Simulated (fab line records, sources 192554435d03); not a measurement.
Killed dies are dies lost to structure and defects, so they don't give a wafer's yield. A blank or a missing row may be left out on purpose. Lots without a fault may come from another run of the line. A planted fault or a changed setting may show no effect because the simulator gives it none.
Split-lot experiment | flow n5_finfet | 7 lots, 39 wafers read, on a route of 1938 steps

THE SPLIT
At N5_BEOL_M14_TRENCH_ETCH_34 (etches SiO2 in C4F8/O2/Ar, target depth 556.65 nm, time 126.9 s), the setting time_s was moved away from the recipe's 126.9 s on 15 of the 39 wafers read, by -42.4% to +58.1%. The other wafers ran this setting at the recipe's value.

FROM THE SPLIT TO THE READING: what the file shows between them, 10 steps
- N5_BEOL_M14_STRIP_70: strips in C4F8/O2/Ar
- N5_BEOL_M14_OCD_MEAS_35
- N5_BEOL_M14_STRIP_37: strips in O2
- N5_BEOL_M14_ETCH_38: etches SiCN in CF4/N2, target depth 106.5 nm, time 120.6 s
- N5_BEOL_M14_ECD_47: material Cu, target thk 1248 nm
- N5_BEOL_M14_ANNEAL_48: time 90 s
- N5_BEOL_M14_CMP_49: polishes, stops on SiO2, t overpolish 5.2 s, target thk 560 nm
- N5_BEOL_M14_THK_MEAS_50: measures by xrf
- N5_BEOL_M14_PRE_CLEAN_52: time 15 s
- N5_BEOL_M14_DEP_53: deposits SiCN from 3MS/NH3, target thk 50 nm, time 17.8 s

THE READING
M14_RS, in ohm/sq, at N5_BEOL_M14_RS_MEAS_54 (measures by four-point-probe). Fault-free wafers of this fab line usually give 0.0331 ohm/sq, standard deviation 0.001 ohm/sq.

wafer  | tool, chamber at the split | time_s as run, s | against the recipe | M14_RS, ohm/sq | against lot-mates on the recipe
L076.1 | rie_diel-05, 0             | 79.77            | -37.1%             | 0.0526         | +0.0196
L076.2 | rie_diel-05, 3             | 79.77            | -37.1%             | 0.0533         | +0.0203
L076.3 | rie_diel-05, 1             | 126.9            | recipe             | 0.0330         | -
L076.4 | rie_diel-05, 2             | 79.77            | -37.1%             | 0.0550         | +0.0220
L076.5 | rie_diel-05, 0             | 126.9            | recipe             | 0.0328         | -
L076.6 | rie_diel-05, 3             | 126.9            | recipe             | 0.0331         | -
L079.1 | rie_diel-04, 0             | 126.9            | recipe             | 0.0338         | -
L079.2 | rie_diel-04, 2             | 73.11            | -42.4%             | 0.0592         | +0.0257
L079.3 | rie_diel-04, 3             | 126.9            | recipe             | 0.0321         | -
L079.4 | rie_diel-04, 1             | 73.11            | -42.4%             | 0.0608         | +0.0273
L079.5 | rie_diel-04, 1             | 126.9            | recipe             | 0.0346         | -
L079.6 | rie_diel-04, 2             | 73.11            | -42.4%             | 0.0595         | +0.0260
L084.1 | rie_diel-06, 3             | 126.9            | recipe             | 0.0321         | -
L084.2 | rie_diel-06, 0             | 126.9            | recipe             | 0.0337         | -
L084.3 | rie_diel-06, 1             | 126.9            | recipe             | 0.0316         | -
L084.4 | rie_diel-06, 0             | 126.9            | recipe             | 0.0332         | -
L084.5 | rie_diel-06, 3             | 126.9            | recipe             | 0.0315         | -
L084.6 | rie_diel-06, 1             | 126.9            | recipe             | 0.0314         | -
L087.2 | rie_diel-06, 3             | 126.9            | recipe             | 0.0317         | -
L087.4 | rie_diel-06, 1             | 126.9            | recipe             | 0.0319         | -
L087.5 | rie_diel-06, 2             | 126.9            | recipe             | 0.0347         | -
L091.1 | rie_diel-04, 2             | 126.9            | recipe             | 0.0337         | -
L091.2 | rie_diel-04, 1             | 162.7            | +28.2%             | 0.0269         | -0.0067
L091.3 | rie_diel-04, 0             | 126.9            | recipe             | 0.0333         | -
L091.4 | rie_diel-04, 1             | 162.7            | +28.2%             | 0.0270         | -0.0066
L091.5 | rie_diel-04, 2             | 126.9            | recipe             | 0.0338         | -
L091.6 | rie_diel-04, 0             | 162.7            | +28.2%             | 0.0257         | -0.0079
L092.1 | rie_diel-04, 2             | 126.9            | recipe             | 0.0333         | -
L092.2 | rie_diel-04, 0             | 200.6            | +58.1%             | 0.0211         | -0.0122
L092.3 | rie_diel-04, 3             | 200.6            | +58.1%             | 0.0205         | -0.0128
L092.4 | rie_diel-04, 3             | 126.9            | recipe             | 0.0329         | -
L092.5 | rie_diel-04, 0             | 126.9            | recipe             | 0.0338         | -
L092.6 | rie_diel-04, 2             | 200.6            | +58.1%             | 0.0212         | -0.0121
L097.1 | rie_diel-05, 3             | 126.9            | recipe             | 0.0330         | -
L097.2 | rie_diel-05, 0             | 174.5            | +37.5%             | 0.0245         | -0.0086
L097.3 | rie_diel-05, 2             | 126.9            | recipe             | 0.0337         | -
L097.4 | rie_diel-05, 1             | 126.9            | recipe             | 0.0327         | -
L097.5 | rie_diel-05, 0             | 174.5            | +37.5%             | 0.0244         | -0.0087
L097.6 | rie_diel-05, 1             | 174.5            | +37.5%             | 0.0238         | -0.0093

THE FIT
A straight line over all 39 wafers: M14_RS changes by -0.00037 ohm/sq for each +1% of time_s; r = -0.92; the points scatter about the line by 0.0041 ohm/sq.
The same after taking each lot's own level away (the mean of its wafers on the recipe; 39 wafers): -0.000372 ohm/sq for each +1%; r = -0.93; scatter 0.004 ohm/sq.
On that fit, the largest move of time_s shifts the reading by 0.022 ohm/sq.
The lots' own levels span 0.03225 to 0.03360 ohm/sq, that is 1.3 times the standard deviation above.
So the lot-to-lot level changes the slope little: the two slopes agree.
Check: with one of the wafers moved furthest among these (+58.1%) left out of the fit, the line predicts -0.02 ohm/sq for it against its lot-mates. It came out at -0.0122 ohm/sq against them.

THE WHOLE CHAIN: every reading that the file lists as answering this split, in the file's order
step                       | what it does                                                    | reading                                                                       | change (the file's fit)               | r (the file's)
N5_BEOL_M14_TRENCH_ETCH_34 | etches SiO2 in C4F8/O2/Ar, target depth 556.65 nm, time 126.9 s | etch.depth_nm (the simulator's own value, which no gauge read)                | +5.52 nm for each +1% of the setting  | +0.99
N5_BEOL_M14_OCD_MEAS_35    |                                                                 | trench_depth_nm                                                               | +5.52 nm for each +1% of the setting  | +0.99
N5_BEOL_M14_CMP_49         | polishes, stops on SiO2, t overpolish 5.2 s, target thk 560 nm  | Cu_of_BEOL_M14_ECD_47.thk_nm (the simulator's own value, which no gauge read) | +5.52 nm for each +1% of the setting  | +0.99
N5_BEOL_M14_THK_MEAS_50    | measures by xrf                                                 | M14_THK                                                                       | +5.69 for each +1% of the setting     | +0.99
N5_BEOL_M14_RS_MEAS_54     | measures by four-point-probe                                    | M14_RS                                                                        | -0.000358 for each +1% of the setting | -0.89

THE FILE'S OWN FIT
M14_RS changes by -0.000358 ohm/sq for each +1% of time_s, r = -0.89.
